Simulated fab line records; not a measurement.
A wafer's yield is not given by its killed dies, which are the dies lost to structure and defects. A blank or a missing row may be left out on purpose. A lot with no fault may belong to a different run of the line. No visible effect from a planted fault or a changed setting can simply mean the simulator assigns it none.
Comparing a struck lot with a sound one || flow n5 finfet || 37 out of 1938 route steps
Sound: wafers L339.1, L339.5, L339.6. Struck: wafer L340.2. (L340.5, L340.6 of the same lot were not struck and are left out.) The cause comes at the end.
Order at every step that has rows: each side's tool, ch and its chambers, its first start. Under that, the readings that differ: sound wafers || struck wafers || difference of the means || sigmas: that difference in standard deviations of wafers without a fault.
alike: same words and numbers on both sides, and readings whose means sit less than 2 such deviations apart. not compared: any withheld reading, any reading some wafer has no value for, any bound like >300 that may hide the same value, and any number with overlapping values for which the record gives no deviation.
A row with sigmas, a row that says differs or no value, or rows on one side alone: a step with any of these is where the two part. Numbers that have no deviation but don't overlap get no sigmas and don't part them. A reading missing from all wafers of one side parts the sides only when that side holds two or more wafers.

first, 8 steps without rows for these wafers: N5_BEOL_M3_ANNEAL_51 (time 90 s); N5_BEOL_M3_CMP_52 (polishes, stops on SiOC, t overpolish 6.8 s, target thk 40 nm); N5_BEOL_M3_PRE_CLEAN_60 (time 15 s); N5_BEOL_M3_CO_CAP_55 (material Co, precursor CCTBA/H2, target thk 2 nm, time 102.1 s); N5_BEOL_M3_PRE_CLEAN_56 (time 15 s); N5_BEOL_M3_DEP_57 (deposits SiCN from 3MS/NH3, target thk 8 nm, time 14 s); N5_BEOL_M4_ILD_DEP_00 (deposits SiOC from DEMS/O2, target thk 79 nm, time 15.3 s); N5_BEOL_M4_PECVD_72 (deposits SiO2 from TEOS/O2, target thk 16 nm, time 18 s).
N5_BEOL_M4_HM_DEP_02: deposits TiN, target thk 20 nm.
  sound: pvd sputter-03 at day 9 01:19; struck: pvd sputter-03 at day 9 01:57
{"reading": "model.TiN_of_BEOL_M4_HM_DEP_02.thk nm (nm)", "sound": "20 19.8 19.8", "struck": 14.8, "difference": -5.1, "sigmas": ""}
  alike: throttle valve pct
then, 16 steps without rows for these wafers: N5_BEOL_M4_COAT_61 (time 60 s, resist thk 60 nm); N5_BEOL_M4_COAT_62 (time 60 s, resist thk 12 nm); N5_BEOL_M4_COAT_73 (time 60 s, resist thk 5 nm); N5_BEOL_M4_COAT_05 (resist thk 30 nm); N5_BEOL_M4_EBR_07; N5_BEOL_M4_SOFTBAKE_06 (time 60 s); N5_BEOL_M4_EXPOSE_08 (exposes mask M4); N5_BEOL_M4_PEB_09 (peb time 60 s); N5_BEOL_M4_DEVELOP_10 (develop time 30 s); N5_BEOL_M4_DESCUM_16 (chemistry O2, time 7 s); N5_BEOL_M4_ETCH_74 (etches underlayer in N2/H2, target depth 6.5 nm, time 5.2 s); N5_BEOL_M4_ETCH_63 (etches SiARC in CF4, target depth 15.6 nm, time 26 s); N5_BEOL_M4_ETCH_64 (etches SOC in N2/H2, target depth 75 nm, overetch 22.5 nm, time 121.9 s); N5_BEOL_M4_STRIP_65 (strips in N2/H2); N5_BEOL_M4_STRIP_75 (strips in N2/H2); N5_BEOL_M4_STRIP_66 (strips in CF4).
N5_BEOL_M4_HM_OPEN_17: chemistry Cl2/BCl3, target TiN, target depth 20 nm, overetch 6 nm.
  sound on rie metal-02 ch 0,1, day 9 02:15; struck on rie metal-01 ch 1, day 9 03:00
{"reading": "throttle valve pct (%)", "sound": "21.88 22.07 21.90", "struck": 22.43, "difference": "+0.48", "sigmas": "+2"}
{"reading": "model.etch.depth nm (nm)", "sound": "19.99 19.75 19.77", "struck": 14.79, "difference": -5.05, "sigmas": ""}
  alike: drypump motor current A, mfc ar sccm, mfc cl2 sccm, oes product au
  not compared: rf hours counter h
then, 8 steps without rows for these wafers: N5_BEOL_M4_STRIP_19 (strips in O2); N5_BEOL_M4_COAT_67 (time 60 s, resist thk 60 nm); N5_BEOL_M4_COAT_68 (time 60 s, resist thk 12 nm); N5_BEOL_M4_COAT_76 (time 60 s, resist thk 5 nm); N5_BEOL_M4_COAT_22 (resist thk 30 nm); N5_BEOL_M4_EBR_24; N5_BEOL_M4_SOFTBAKE_23 (time 60 s); N5_BEOL_M4_EXPOSE_25 (exposes mask V3, defocus 5 nm).
N5_BEOL_M4_TRENCH_ETCH_37: etches SiOC in C4F6/O2, target depth 55.555 nm, time 29.2 s.
  sound: rie diel-05 ch 0,2,3; struck: rie diel-02 ch 1
{"reading": "rf vpp V (V)", "sound": "668 657 659", "struck": 678, "difference": "+17", "sigmas": "+2"}
{"reading": "model.TiN_of_BEOL_M4_HM_DEP_02.thk nm (nm)", "sound": "17.6 17.4 17.4", "struck": 12.4, "difference": -5.1, "sigmas": ""}
  alike: drypump motor current A, mfc ar sccm, oes product au, showerhead plenum p Torr, throttle valve pct
  not compared: rf hours counter h
N5_BEOL_M4_RC_MEAS_101:
  sound on prober-02 ch 0, day 9 10:10; struck on prober-01 ch 0, day 9 10:31
  alike: DIBL_N, DIBL_P, IOFF_N, IOFF_P, ION_N, ION_P, SS_N, SS_P, VT_N, VT_P
N5_PASSIVATION_PROBE_49:
  sound wafers here have rows in the record (prober-01, day 13 10:58); struck ones have none

## WHERE THEY PART
First at N5_BEOL_M4_HM_OPEN_17; last, within this record, at N5_PASSIVATION_PROBE_49.

WHY: the cause the simulator had injected
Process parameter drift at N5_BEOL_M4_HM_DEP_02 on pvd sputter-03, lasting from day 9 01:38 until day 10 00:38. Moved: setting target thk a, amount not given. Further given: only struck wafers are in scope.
